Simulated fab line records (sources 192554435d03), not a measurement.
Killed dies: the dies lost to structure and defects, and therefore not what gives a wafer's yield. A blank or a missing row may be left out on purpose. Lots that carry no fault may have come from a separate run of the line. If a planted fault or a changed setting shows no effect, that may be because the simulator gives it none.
Which of the tools did it? / flow n5-finfet / at 1 step of a route of 1938, 6 lots with 18 wafers sampled

== WHAT THE GAUGES SHOWED, per wafer ==
N5_BEOL_M15_THK_MEAS_50: measures by xrf.
lot=L398; measured=day 12 20:55; on=film-metro-01; M15_THK (nm)=845 859 859
lot=L400; measured=day 13 12:58; on=film-metro-01; M15_THK (nm)=845 830 822
lot=L402; measured=day 13 23:56; on=film-metro-01; M15_THK (nm)=836 864 838
lot=L404; measured=day 14 15:30; on=film-metro-01; M15_THK (nm)=842 870 867
lot=L406; measured=day 15 11:19; on=film-metro-01; M15_THK (nm)=833 860 873
lot=L417; measured=day 17 11:08; on=film-metro-01; M15_THK (nm)=884 865 875

== WHAT TOOL EACH LOT RAN ON (gives the tool, then ch and the chambers of the sampled wafers, and finally the start) ==
There is no process step in the record ahead of these readings.

== THE ANSWER, worked out from the rows above alone ==
Rule: what is usual is taken from the lots themselves. Put in order of their means at a reading, lots are off if they are a third of the lots or fewer, leave a main group of 4 or more, and stand apart from it by a gap of 3 or more times the standard deviation of the main group's means; of several such gaps the widest counts. A main group is skipped when, at the precision printed for the reading in the tables above, its means are all equal. A lot without any number at a reading at which 4 lots or more have one is off too. Any other lot the step has rows for is counted as sound.
Nothing can be told from this: no lot is off at any reading shown.

== WHAT THE SIMULATOR HAD PUT IN ==
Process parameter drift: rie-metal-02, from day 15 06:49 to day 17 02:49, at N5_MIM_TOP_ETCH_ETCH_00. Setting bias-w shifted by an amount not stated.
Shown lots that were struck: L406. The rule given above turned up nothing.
